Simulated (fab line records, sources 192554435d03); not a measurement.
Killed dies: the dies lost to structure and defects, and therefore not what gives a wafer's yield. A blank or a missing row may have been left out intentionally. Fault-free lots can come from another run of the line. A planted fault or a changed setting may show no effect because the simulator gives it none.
Chamber matching + flow n5Finfet + N5_BEOL_M5_ETCH_75 on rieDiel-01: 3 sister chambers
The step etches underlayer in N2/H2, target depth 6.5 nm, time 5.2 s. 14 wafers are shown with their chamber, then 4 later ones without.

WAFERS, EACH WITH ITS CHAMBER
| wafer  | chamber | showerheadPlenumPTorr (Torr) | throttleValvePct (%) | oesProductAu (a.u.) |
|--------|---------|------------------------------|----------------------|---------------------|
| L271.1 | 0       | 2.58                         | 17.5                 | 0.76                |
| L271.4 | 1       | 2.40                         | 17.6                 | 0.60                |
| L271.5 | 1       | 2.40                         | 17.6                 | 0.59                |
| L272.1 | 1       | 2.40                         | 17.5                 | 0.59                |
| L272.4 | 3       | 2.65                         | 18.2                 | 0.62                |
| L272.6 | 1       | 2.40                         | 17.6                 | 0.59                |
| L283.2 | 3       | 2.64                         | 18.2                 | 0.61                |
| L283.4 | 3       | 2.64                         | 18.2                 | 0.61                |
| L283.5 | 1       | 2.39                         | 17.6                 | 0.58                |
| L289.2 | 3       | 2.63                         | 18.3                 | 0.60                |
| L289.4 | 0       | 2.56                         | 17.5                 | 0.71                |
| L289.5 | 0       | 2.56                         | 17.5                 | 0.71                |
| L290.3 | 0       | 2.56                         | 17.6                 | 0.70                |
| L290.5 | 3       | 2.63                         | 18.3                 | 0.59                |

SIGNATURES (means of the wafers above)
| reading               | chamber 0 | chamber 1 | chamber 3 | scatter within a chamber |
|-----------------------|-----------|-----------|-----------|--------------------------|
| showerheadPlenumPTorr | 2.5650    | 2.3980    | 2.6380    | 0.00775                  |
| throttleValvePct      | 17.525    | 17.580    | 18.240    | 0.05                     |
| oesProductAu          | 0.7200    | 0.5900    | 0.6060    | 0.0163                   |
Rule: for a wafer and a chamber, the distance is found by dividing, reading by reading, the gap between the wafer's reading and the chamber's mean by the reading's scatter, squaring, summing and taking the root. If the next closest chamber is less than 2 further off than the closest, the wafer can't be placed; otherwise it belongs to the closest. How the scatter is found: for the shown wafers, subtract from each reading the mean of its chamber, square and add these, divide the total by (wafers less chambers), then take the root.

WAFERS WITH NO CHAMBER GIVEN
| wafer  | showerheadPlenumPTorr (Torr) | throttleValvePct (%) | oesProductAu (a.u.) |
|--------|------------------------------|----------------------|---------------------|
| L291.4 | 2.56                         | 17.5                 | 0.69                |
| L291.5 | 2.63                         | 18.3                 | 0.60                |
| L292.1 | 2.63                         | 18.3                 | 0.59                |
| L292.6 | 2.70                         | 17.3                 | 0.81                |

WHICH CHAMBER EACH ONE RAN IN
| wafer  | from the rows above | in truth                   |
|--------|---------------------|----------------------------|
| L291.4 | 0                   | 0                          |
| L291.5 | 3                   | 3                          |
| L292.1 | 3                   | 3                          |
| L292.6 | 0                   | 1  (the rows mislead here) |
Placed correctly: 3 of 4. Can't be placed from these rows: 0. 1 placed wrongly.
